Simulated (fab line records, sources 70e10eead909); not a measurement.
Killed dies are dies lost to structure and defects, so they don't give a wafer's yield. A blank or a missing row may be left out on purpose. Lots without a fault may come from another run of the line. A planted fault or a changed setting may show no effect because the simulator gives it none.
Chamber matching | flow nand_harc | NHARC_A_SLIT_DEP_23 on pecvd-01: 3 sister chambers
The step deposits SiON, target thk 100 nm. 3 wafers are shown with their chamber, then 8 later ones without.

WAFERS WITH THEIR CHAMBER
wafer  | chamber | heater_power_w (W)
L079.4 | 2       | 752
L087.4 | 0       | 779
L090.2 | 1       | 829

WAFERS WITHOUT THEIR CHAMBER
wafer  | heater_power_w (W)
L090.3 | 854
L090.6 | 780
L089.1 | 718
L089.2 | 760
L089.4 | 666
L092.1 | 678
L092.5 | 849
L092.6 | 693

WHICH CHAMBER EACH WENT THROUGH
wafer  | from the rows above          | in truth
L090.3 | can't be placed: 1 or 0 or 2 | 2
L090.6 | can't be placed: 0 or 2 or 1 | 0
L089.1 | can't be placed: 2 or 0 or 1 | 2
L089.2 | can't be placed: 2 or 0 or 1 | 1
L089.4 | can't be placed: 2 or 0 or 1 | 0
L092.1 | can't be placed: 2 or 0 or 1 | 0
L092.5 | can't be placed: 1 or 0 or 2 | 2
L092.6 | can't be placed: 2 or 0 or 1 | 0
Placed correctly: 0 of 8. Can't be placed from these rows: 8 (the true chamber is among the candidates in 8). Placed wrongly: 0.
How it was worked out, from the rows above alone: a wafer's distance from a chamber is the root of the sum, over the readings, of the square of ((its reading less the chamber's mean) divided by the reading's scatter). The wafer belongs to the nearest chamber; if the next one is less than 2 further off, it can't be placed. A chamber's mean is the mean of its shown wafers. The scatter: with one shown wafer a chamber, the root of the mean of the squares of how far each hidden wafer lies from its nearest shown one.
